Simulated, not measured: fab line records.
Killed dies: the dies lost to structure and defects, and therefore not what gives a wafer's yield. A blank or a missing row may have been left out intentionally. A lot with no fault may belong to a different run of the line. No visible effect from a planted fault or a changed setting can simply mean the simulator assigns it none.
Which of the tools did it?	flow nand_harc	23 lots with 69 wafers sampled at 6 steps, on a route of 1302 steps

WHAT EACH GAUGE READ, for each wafer
No reading from a measuring or inspecting step in the record can be judged against a usual standard deviation.

EACH LOT AND THE TOOL THAT RAN IT (in order: tool; ch and the chambers of the sampled wafers; start)
lot	NHARC_A_WL_FILL_CMP_12	NHARC_A_CONTACT_ETCH_51	NHARC_A_CONTACT_ETCH_96	NHARC_A_CONTACT_ETCH_77	NHARC_A_CONTACT_ETCH_78	NHARC_A_CONTACT_ETCH_129
L074	cmp-04 ch 0,1,2, day 21 09:18	rie_diel-02 ch 0,2, day 22 08:47 or earlier	rie_diel-06 ch 0,2, day 22 08:47 or earlier	rie_diel-02 ch 0,1,3, day 22 08:47 or earlier	rie_diel-02 ch 1,2, day 22 08:47 or earlier	har_cap_etch-03 ch 0,1, day 22 08:47
L076	cmp-01 ch 1,2,3, day 21 19:35	rie_diel-06 ch 0,2,3, day 22 16:11 or earlier	rie_diel-02 ch 0,1,2, day 22 16:11 or earlier	rie_diel-06 ch 0,1,2, day 22 16:11 or earlier	rie_diel-06 ch 1,2,3, day 22 16:11 or earlier	har_cap_etch-01 ch 0,1, day 22 16:11
L075	cmp-04 ch 0,1,2, day 21 19:37	rie_diel-06 ch 0,3, day 22 17:15 or earlier	rie_diel-09 ch 0,1,2, day 22 17:15 or earlier	rie_diel-02 ch 0,1,3, day 22 17:15 or earlier	rie_diel-02 ch 0,2,3, day 22 17:15 or earlier	har_cap_etch-02 ch 0,1, day 22 17:15
L077	cmp-03 ch 0,2,3, day 23 01:40	rie_diel-06 ch 0,1,2, day 23 12:51 or earlier	rie_diel-02 ch 2,3, day 23 12:51	rie_diel-06 ch 1,2, day 23 20:50 or earlier	rie_diel-06 ch 1,2,3, day 23 20:50 or earlier	har_cap_etch-02 ch 0,1, day 23 20:50
L080	cmp-04 ch 0,1,3, day 23 04:47	rie_diel-06 ch 0,1, day 24 01:52 or earlier	rie_diel-06 ch 1,2, day 24 01:52 or earlier	rie_diel-02 ch 1,3, day 24 01:52 or earlier	rie_diel-02 ch 1,2, day 24 01:52 or earlier	har_cap_etch-03 ch 0,1, day 24 01:52
L078	cmp-01 ch 0,2,3, day 23 17:26	rie_diel-06 ch 1,3, day 24 08:52 or earlier	rie_diel-06 ch 0,1, day 24 08:52	rie_diel-06 ch 0,1,3, day 24 22:55 or earlier	rie_diel-06 ch 1,2, day 24 22:55 or earlier	har_cap_etch-01 ch 0,1, day 24 22:55
L079	cmp-01 ch 0,1,3, day 23 22:18	rie_diel-02 ch 0,3, day 25 03:01 or earlier	rie_diel-09 ch 1,2,3, day 25 03:01 or earlier	rie_diel-06 ch 1,2, day 25 03:01 or earlier	rie_diel-06 ch 1,2, day 25 03:01 or earlier	har_cap_etch-03 ch 0,1, day 25 03:01
L082	cmp-03 ch 0,2, day 23 22:23	rie_diel-09 ch 1,2, day 25 05:11 or earlier	rie_diel-02 ch 1,2,3, day 25 05:11 or earlier	rie_diel-06 ch 0,2, day 25 05:11 or earlier	rie_diel-06 ch 0,1, day 25 05:11 or earlier	har_cap_etch-02 ch 0, day 25 05:11
L081	cmp-03 ch 1,3, day 24 04:34	rie_diel-09 ch 0,1, day 25 10:02 or earlier	rie_diel-09 ch 0,2,3, day 25 10:02 or earlier	rie_diel-06 ch 0,3, day 25 10:02 or earlier	rie_diel-06 ch 1,2,3, day 25 10:02 or earlier	har_cap_etch-03 ch 0,1, day 25 10:02
L083	cmp-01 ch 0,1, day 24 20:51	rie_diel-09 ch 0,2,3, day 25 20:01 or earlier	rie_diel-09 ch 1,2,3, day 25 20:01 or earlier	rie_diel-02 ch 0,1,3, day 25 20:01 or earlier	rie_diel-02 ch 2,3, day 25 20:01 or earlier	har_cap_etch-03 ch 0,1, day 25 20:01
L084	cmp-04 ch 0,2, day 25 12:55	rie_diel-09 ch 0,1,3, day 26 08:34 or earlier	rie_diel-09 ch 0,1,2, day 26 08:34 or earlier	rie_diel-06 ch 1,2,3, day 26 08:34 or earlier	rie_diel-06 ch 2,3, day 26 08:34 or earlier	har_cap_etch-03 ch 0,1, day 26 08:34
L085	cmp-03 ch 0,1,3, day 26 02:13	rie_diel-06 ch 0,1, day 27 03:16 or earlier	rie_diel-06 ch 1,3, day 27 03:16 or earlier	rie_diel-09 ch 0,1, day 27 03:16 or earlier	rie_diel-09 ch 0,1,3, day 27 03:16 or earlier	har_cap_etch-02 ch 0, day 27 03:16
L086	cmp-01 ch 0,1,2, day 26 12:19	rie_diel-06 ch 0,1,2, day 27 09:10 or earlier	rie_diel-06 ch 0,2,3, day 27 09:10 or earlier	rie_diel-06 ch 1,2,3, day 27 09:10 or earlier	rie_diel-06 ch 1,2,3, day 27 09:10 or earlier	har_cap_etch-03 ch 0,1, day 27 09:10
L087	cmp-04 ch 0,3, day 26 12:19	rie_diel-02 ch 1,3, day 27 04:03 or earlier	rie_diel-09 ch 1,2,3, day 27 04:03	rie_diel-02 ch 1,2, day 27 13:34 or earlier	rie_diel-02 ch 0,1,2, day 27 13:34 or earlier	har_cap_etch-02 ch 0,1, day 27 13:34
L090	cmp-03 ch 0,1,3, day 27 16:55	rie_diel-06 ch 0,2,3, day 28 14:16 or earlier	rie_diel-09 ch 1,2,3, day 28 14:16 or earlier	rie_diel-06 ch 0,1,2, day 28 14:16 or earlier	rie_diel-06 ch 0,2,3, day 28 14:16 or earlier	har_cap_etch-01 ch 0,1, day 28 14:16
L088	cmp-03 ch 0,1,2, day 28 02:21	rie_diel-09 ch 1,2,3, day 28 23:25 or earlier	rie_diel-06 ch 2,3, day 28 23:25 or earlier	rie_diel-09 ch 0,1,3, day 28 23:25 or earlier	rie_diel-09 ch 0,1,3, day 28 23:25 or earlier	har_cap_etch-02 ch 0,1, day 28 23:25
L092	cmp-04 ch 2,3, day 28 15:46	rie_diel-02 ch 0,1,3, day 29 15:51 or earlier	rie_diel-06 ch 2,3, day 29 15:51 or earlier	rie_diel-09 ch 0,1, day 29 15:51 or earlier	rie_diel-09 ch 1,2, day 29 15:51 or earlier	har_cap_etch-01 ch 0,1, day 29 15:51
L091	cmp-01 ch 1,2, day 28 15:47	rie_diel-02 ch 0,1,3, day 29 14:37 or earlier	rie_diel-06 ch 0,2,3, day 29 14:37 or earlier	rie_diel-06 ch 1,2, day 29 14:37 or earlier	rie_diel-06 ch 0,2,3, day 29 14:37 or earlier	har_cap_etch-02 ch 0,1, day 29 14:37
L093	cmp-04 ch 0,2,3, day 29 10:16	rie_diel-06 ch 2,3, day 30 07:14 or earlier	rie_diel-09 ch 0,1,2, day 30 07:14 or earlier	rie_diel-09 ch 1,2, day 30 07:14 or earlier	rie_diel-09 ch 0,3, day 30 07:14 or earlier	har_cap_etch-02 ch 1, day 30 07:14
L094	cmp-01 ch 0,2, day 29 13:20	rie_diel-06 ch 0,2,3, day 30 10:22 or earlier	rie_diel-06 ch 0,3, day 30 10:22 or earlier	rie_diel-06 ch 0,1,3, day 30 10:22 or earlier	rie_diel-06 ch 1,2,3, day 30 10:22 or earlier	har_cap_etch-01 ch 0,1, day 30 10:22
L096	cmp-03 ch 0,2,3, day 30 12:49	rie_diel-02 ch 1,3, day 31 08:41 or earlier	rie_diel-02 ch 1,2, day 31 08:41 or earlier	rie_diel-06 ch 0,1,3, day 31 08:41 or earlier	rie_diel-06 ch 0,3, day 31 08:41 or earlier	har_cap_etch-01 ch 0,1, day 31 08:41
L095	cmp-04 ch 0,1,3, day 30 12:49	rie_diel-09 ch 0,2,3, day 31 09:59 or earlier	rie_diel-09 ch 0,2, day 31 09:59 or earlier	rie_diel-02 ch 1,2,3, day 31 09:59 or earlier	rie_diel-02 ch 2,3, day 31 09:59 or earlier	har_cap_etch-03 ch 0,1, day 31 09:59
L097	cmp-01 ch 0,2,3, day 30 18:05	rie_diel-02 ch 0,2,3, day 31 13:13 or earlier	rie_diel-06 ch 0,2,3, day 31 13:13 or earlier	rie_diel-06 ch 0,1,2, day 31 13:13 or earlier	rie_diel-06 ch 0,1,2, day 31 13:13 or earlier	har_cap_etch-02 ch 0,1, day 31 13:13
- NHARC_A_WL_FILL_CMP_12: polishes, t overpolish 30 s, target thk 100 nm.
- NHARC_A_CONTACT_ETCH_51: etches the open film in O2/COS, target depth 7000 nm, time 1820 s.
- NHARC_A_CONTACT_ETCH_96: etches the open film in C4F6/O2, target depth 20 nm, time 10 s.
- NHARC_A_CONTACT_ETCH_77: etches the open film in CF4/CHF3, target depth 108.9 nm, time 54.5 s.
- NHARC_A_CONTACT_ETCH_78: etches the open film in O2/COS, target depth 5300 nm, time 1378 s.
- NHARC_A_CONTACT_ETCH_129: etches the open film in C4F8/O2/Ar, time 197 s, target depth 1918 nm.

WHAT THE TOOLS THEMSELVES READ (means of the sampled wafers that have a number; where no wafer has one, the mark that the record gives instead)
NHARC_A_WL_FILL_CMP_12.
lot	tool	motor_current_A (A)	overpolish_run_s (s)	time_to_endpoint_s (s)
L074	cmp-04	13.0	30.003	18.5
L076	cmp-01	12.2	29.991	23.3
L075	cmp-04	13.3	30.003	17.7
L077	cmp-03	12.1	30.008	17.3
L080	cmp-04	12.1	30.003	19.3
L078	cmp-01	11.1	30.005	23.0
L079	cmp-01	11.6	29.994	22.6
L082	cmp-03	12.1	29.998	18.1
L081	cmp-03	12.5	30.004	16.8
L083	cmp-01	12.4	29.995	21.8
L084	cmp-04	11.4	29.994	18.8
L085	cmp-03	13.0	30.003	16.6
L086	cmp-01	12.3	30.000	20.6
L087	cmp-04	11.3	30.007	16.4
L090	cmp-03	13.0	30.006	17.2
L088	cmp-03	12.7	30.007	19.4
L092	cmp-04	12.6	29.999	17.9
L091	cmp-01	13.1	29.999	20.4
L093	cmp-04	12.0	30.000	18.8
L094	cmp-01	12.7	30.000	17.4
L096	cmp-03	12.2	30.002	20.7
L095	cmp-04	12.8	30.008	16.6
L097	cmp-01	11.2	29.996	19.0

NHARC_A_CONTACT_ETCH_51.
lot	tool	drypump_motor_current_A (A)	oes_product_au (a.u.)	rf_vpp_V (V)	showerhead_plenum_p_Torr (Torr)	throttle_valve_pct (%)
L074	rie_diel-02	5.9	1.000	314.6	3.11	28.329
L076	rie_diel-06	5.6	0.997	314.8	3.16	28.332
L075	rie_diel-06	5.4	1.000	314.3	3.14	28.332
L077	rie_diel-06	5.6	0.996	315.0	3.15	28.326
L080	rie_diel-06	5.4	0.996	313.9	3.12	28.317
L078	rie_diel-06	5.1	0.997	312.9	3.01	28.337
L079	rie_diel-02	6.0	1.004	317.4	3.29	28.328
L082	rie_diel-09	5.4	0.994	317.2	3.29	28.322
L081	rie_diel-09	5.4	0.999	313.3	3.07	28.327
L083	rie_diel-09	5.6	1.005	312.6	3.05	28.332
L084	rie_diel-09	5.8	1.003	313.1	3.04	28.330
L085	rie_diel-06	5.4	0.993	314.1	3.11	28.338
L086	rie_diel-06	5.6	0.989	314.1	3.15	28.329
L087	rie_diel-02	6.4	1.012	315.9	3.24	28.336
L090	rie_diel-06	5.6	0.992	314.9	3.15	28.333
L088	rie_diel-09	5.8	0.996	313.9	3.15	28.336
L092	rie_diel-02	6.2	1.013	315.8	3.21	28.341
L091	rie_diel-02	6.1	1.017	316.3	3.22	28.337
L093	rie_diel-06	5.3	0.999	313.7	3.03	28.326
L094	rie_diel-06	5.6	0.997	313.7	3.15	28.330
L096	rie_diel-02	6.3	1.019	314.3	3.15	28.334
L095	rie_diel-09	5.6	1.003	315.0	3.20	28.331
L097	rie_diel-02	6.1	1.014	315.2	3.18	28.329

NHARC_A_CONTACT_ETCH_96.
lot	tool	drypump_motor_current_A (A)	oes_product_au (a.u.)	rf_vpp_V (V)	showerhead_plenum_p_Torr (Torr)	throttle_valve_pct (%)
L074	rie_diel-06	5.8	0.994	548	4.00	26.893
L076	rie_diel-02	5.9	0.949	547	3.94	26.906
L075	rie_diel-09	5.4	1.003	548	4.00	26.910
L077	rie_diel-02	6.4	0.950	550	4.04	26.901
L080	rie_diel-06	5.4	0.942	545	3.81	26.907
L078	rie_diel-06	5.4	0.954	547	3.92	26.903
L079	rie_diel-09	5.8	0.997	547	3.97	26.893
L082	rie_diel-02	6.2	0.954	547	3.94	26.906
L081	rie_diel-09	5.7	0.968	545	3.84	26.908
L083	rie_diel-09	5.8	0.954	547	3.97	26.904
L084	rie_diel-09	5.4	0.950	547	3.99	26.905
L085	rie_diel-06	5.1	0.932	544	3.78	26.910
L086	rie_diel-06	5.6	0.933	547	3.96	26.902
L087	rie_diel-09	5.8	0.950	547	3.96	26.907
L090	rie_diel-09	5.8	0.958	547	3.95	26.896
L088	rie_diel-06	5.5	0.997	545	3.85	26.898
L092	rie_diel-06	5.3	1.011	545	3.82	26.898
L091	rie_diel-06	5.6	1.002	547	3.96	26.911
L093	rie_diel-09	5.4	1.002	548	3.97	26.904
L094	rie_diel-06	5.4	0.949	546	3.92	26.897
L096	rie_diel-02	6.1	0.961	544	3.79	26.905
L095	rie_diel-09	5.3	0.962	549	3.98	26.912
L097	rie_diel-06	5.6	0.970	547	3.95	26.901

NHARC_A_CONTACT_ETCH_77.
lot	tool	drypump_motor_current_A (A)	oes_product_au (a.u.)	rf_vpp_V (V)	showerhead_plenum_p_Torr (Torr)	throttle_valve_pct (%)
L074	rie_diel-02	6.1	0.934	373.0	1.64	16.804
L076	rie_diel-06	5.6	0.931	370.8	1.59	16.805
L075	rie_diel-02	6.1	0.975	372.5	1.64	16.798
L077	rie_diel-06	5.6	0.917	369.6	1.54	16.802
L080	rie_diel-02	6.3	0.941	371.4	1.60	16.795
L078	rie_diel-06	5.4	0.924	370.1	1.58	16.800
L079	rie_diel-06	5.4	0.954	368.8	1.53	16.795
L082	rie_diel-06	5.8	0.921	371.4	1.61	16.801
L081	rie_diel-06	5.6	0.967	372.5	1.64	16.807
L083	rie_diel-02	6.2	0.980	372.2	1.63	16.798
L084	rie_diel-06	5.4	0.965	368.5	1.53	16.807
L085	rie_diel-09	5.6	0.920	371.3	1.60	16.807
L086	rie_diel-06	5.4	0.913	369.0	1.53	16.808
L087	rie_diel-02	6.0	0.930	369.3	1.53	16.800
L090	rie_diel-06	5.6	0.920	371.0	1.58	16.799
L088	rie_diel-09	5.8	0.924	369.6	1.53	16.798
L092	rie_diel-09	5.5	0.977	371.4	1.59	16.796
L091	rie_diel-06	5.4	0.919	368.6	1.52	16.801
L093	rie_diel-09	5.4	0.927	373.4	1.65	16.798
L094	rie_diel-06	5.4	0.916	370.5	1.57	16.801
L096	rie_diel-06	5.4	0.954	370.9	1.57	16.808
L095	rie_diel-02	6.2	0.944	370.8	1.57	16.805
L097	rie_diel-06	5.6	0.926	371.3	1.58	16.806

NHARC_A_CONTACT_ETCH_78.
lot	tool	drypump_motor_current_A (A)	oes_product_au (a.u.)	rf_vpp_V (V)	showerhead_plenum_p_Torr (Torr)	throttle_valve_pct (%)
L074	rie_diel-02	6.1	1.011	312.8	3.08	28.337
L076	rie_diel-06	5.3	0.995	313.0	3.04	28.325
L075	rie_diel-02	6.1	0.994	315.8	3.21	28.336
L077	rie_diel-06	5.3	0.988	312.6	3.04	28.330
L080	rie_diel-02	6.1	1.007	313.4	3.07	28.323
L078	rie_diel-06	5.4	1.003	313.0	3.02	28.334
L079	rie_diel-06	5.5	1.006	312.7	3.02	28.318
L082	rie_diel-06	5.4	1.011	313.4	3.11	28.323
L081	rie_diel-06	5.4	0.994	312.8	3.03	28.337
L083	rie_diel-02	6.4	1.017	315.0	3.21	28.329
L084	rie_diel-06	5.3	0.996	313.3	3.04	28.324
L085	rie_diel-09	5.8	0.997	313.0	3.04	28.328
L086	rie_diel-06	5.4	0.990	313.5	3.03	28.321
L087	rie_diel-02	6.0	1.007	314.0	3.12	28.332
L090	rie_diel-06	5.6	1.000	314.6	3.15	28.329
L088	rie_diel-09	5.8	1.001	312.1	3.03	28.334
L092	rie_diel-09	5.4	0.991	316.9	3.27	28.336
L091	rie_diel-06	5.6	1.000	313.7	3.15	28.322
L093	rie_diel-09	6.0	1.017	315.8	3.23	28.317
L094	rie_diel-06	5.3	0.984	313.2	3.02	28.320
L096	rie_diel-06	5.3	1.004	314.1	3.12	28.327
L095	rie_diel-02	6.2	1.007	313.3	3.08	28.333
L097	rie_diel-06	5.6	0.998	313.5	3.14	28.339

THE ANSWER, worked out from the rows above alone
Rule: usual is defined by the lots themselves. Put in order of their means at a reading, lots are off if they are a third of the lots or fewer, leave a main group of 4 or more, and stand apart from it by a gap of 3 or more times the standard deviation of the main group's means; of several such gaps the widest counts. The tables above print the reading to a certain number of digits; a main group whose means all agree to those digits is not used. A lot without any number at a reading at which 4 lots or more have one is off too. All remaining lots with rows at the step are treated as sound. After the gauges, taken in route order, come the tools' own readings; for these a lot's mean is taken, as printed above. The first step at which some lot is off is used, and at that step the reading that is off furthest; a lot without a number counts as furthest.
None of the lots is off at any reading shown; this tells nothing.

WHAT WAS PUT IN BY THE SIMULATOR
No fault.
